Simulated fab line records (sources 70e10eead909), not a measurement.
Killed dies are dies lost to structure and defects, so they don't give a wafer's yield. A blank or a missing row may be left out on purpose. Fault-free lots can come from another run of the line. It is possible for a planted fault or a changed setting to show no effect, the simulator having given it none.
A lot that was struck, set against a sound lot :: flow nand_harc :: 15 steps out of a route of 1159
Sound: wafers L899.1, L899.4, L899.5. The struck wafers were L913.4, L913.5, L913.6. At the end, the cause is stated.
For every step that has rows: the tool of each side, followed by ch and its chambers, followed by its first start. Under that, the readings that differ: sound wafers :: struck wafers :: difference of the means :: sigmas: that difference in standard deviations of wafers without a fault.
alike: readings with means less than 2 such deviations apart, plus words and numbers identical on both sides. not compared: withheld readings, readings lacking a value on some wafer, bounds such as >300 that could conceal the same value, and numbers that have no deviation in the record and whose values overlap.
The two part at a step that has a row with sigmas, a row that says differs or no value, or rows on one side only. Non-overlapping numbers with no deviation appear without sigmas and do not part them. Lack of a reading on every wafer of one side parts them only where that side has two or more wafers.

first, 2 steps without rows for these wafers: NHARC_A_BLC_PEB_08 (peb time 65 s); NHARC_A_BLC_DEVELOP_09 (develop time 35 s).
NHARC_A_BLC_CD_MEAS_10: target cd 100 nm.
  sound on cd_sem-02 ch 0, day 19 05:28; struck on cd_sem-01 ch 0, day 21 13:46
  alike: cd_nm
NHARC_A_BLC_OVL_MEAS_11:
  sound: overlay-02 at day 19 05:33; struck: overlay-02 at day 21 13:51
  alike: overlay_x_nm, overlay_y_nm
NHARC_A_BLC_INSPECT_12:
  sound: defect_inspect-01 at day 19 05:35; struck: defect_inspect-01 at day 21 13:53
  alike: raw_defect_count
then, 1 step without rows for these wafers: NHARC_A_BLC_DESCUM_15 (chemistry O2, time 3 s).
NHARC_A_BLC_ETCH_16: etches the open film in CF4, target depth 39 nm, time 65 s.
  sound on rie_diel-04 ch 1,2,3, day 19 05:45; struck on rie_diel-04 ch 1,2, day 21 14:02
  alike: bias_w, drypump_motor_current_A, oes_product_au, rf_vpp_V, showerhead_plenum_p_Torr, throttle_valve_pct
  not compared: rf_hours_counter_h
NHARC_A_BLC_ETCH_17: etches the open film in N2/H2, target depth 390 nm, time 609.38 s.
  sound on rie_diel-04 ch 0,1,2; struck on rie_diel-04 ch 0,3
  alike: bias_w, drypump_motor_current_A, oes_product_au, rf_vpp_V, showerhead_plenum_p_Torr, throttle_valve_pct
  not compared: rf_hours_counter_h
NHARC_A_BLC_ETCH_18: etches the open film in C4F8/O2/Ar, target depth 910 nm.
  sound on rie_diel-04 ch 0,3; struck on rie_diel-04 ch 0,2,3
  alike: bias_w, oes_product_au, rf_vpp_V
  not compared: rf_hours_counter_h
NHARC_A_BLC_CD_MEAS_19:
  sound: cd_sem-02 at day 19 06:37; struck: cd_sem-01 at day 21 14:55
  alike: cd_nm
NHARC_A_BLC_STRIP_29: strips in CF4.
  sound on rie_diel-04 ch 0,2, day 19 06:41; struck on rie_diel-13 ch 0,2,3, day 21 15:01
reading: showerhead_plenum_p_Torr (Torr)
sound: 1.79 1.72 1.72
struck: 1.88 1.91 1.84
difference: +0.13
sigmas: +2
  alike: cf4_flow_sccm, drypump_motor_current_A, oes_product_au, rf_vpp_V, throttle_valve_pct
  not compared: rf_hours_counter_h
NHARC_A_BLC_STRIP_21: strips in O2.
  sound on rie_diel-04 ch 0,2,3, day 19 06:49; struck on rie_diel-13 ch 0,1, day 21 15:07
  alike: chamber_pressure_mTorr, drypump_motor_current_A, o2_flow_sccm, oes_product_au, rf_vpp_V, showerhead_plenum_p_Torr, throttle_valve_pct
  not compared: rf_hours_counter_h
NHARC_A_BLC_STRIP_22: strips in post etch residue remover, time 600 s.
  sound on wet_bench-03 ch 3,6,7, day 19 06:57; struck on wet_bench-05 ch 1,3,4, day 21 15:15
  no value came back on the struck wafers for bath_heat_duty_pct (%), run_length_s (s), temp_c (C); on the sound wafers bath_heat_duty_pct (%) reads 12.8 10.1 11.1
then, 1 step without rows for these wafers: NHARC_A_BLC_DEGAS_30 (time 60 s).
NHARC_END_SORT_01:
  only the struck wafers appear in the record here, on prober-01 ch 0 at day 23 10:24; the sound ones have no rows

== WHERE THEY PART ==
Earliest at NHARC_A_BLC_STRIP_29; latest, in this record, at NHARC_END_SORT_01.

WHY: what had been put in by the simulator
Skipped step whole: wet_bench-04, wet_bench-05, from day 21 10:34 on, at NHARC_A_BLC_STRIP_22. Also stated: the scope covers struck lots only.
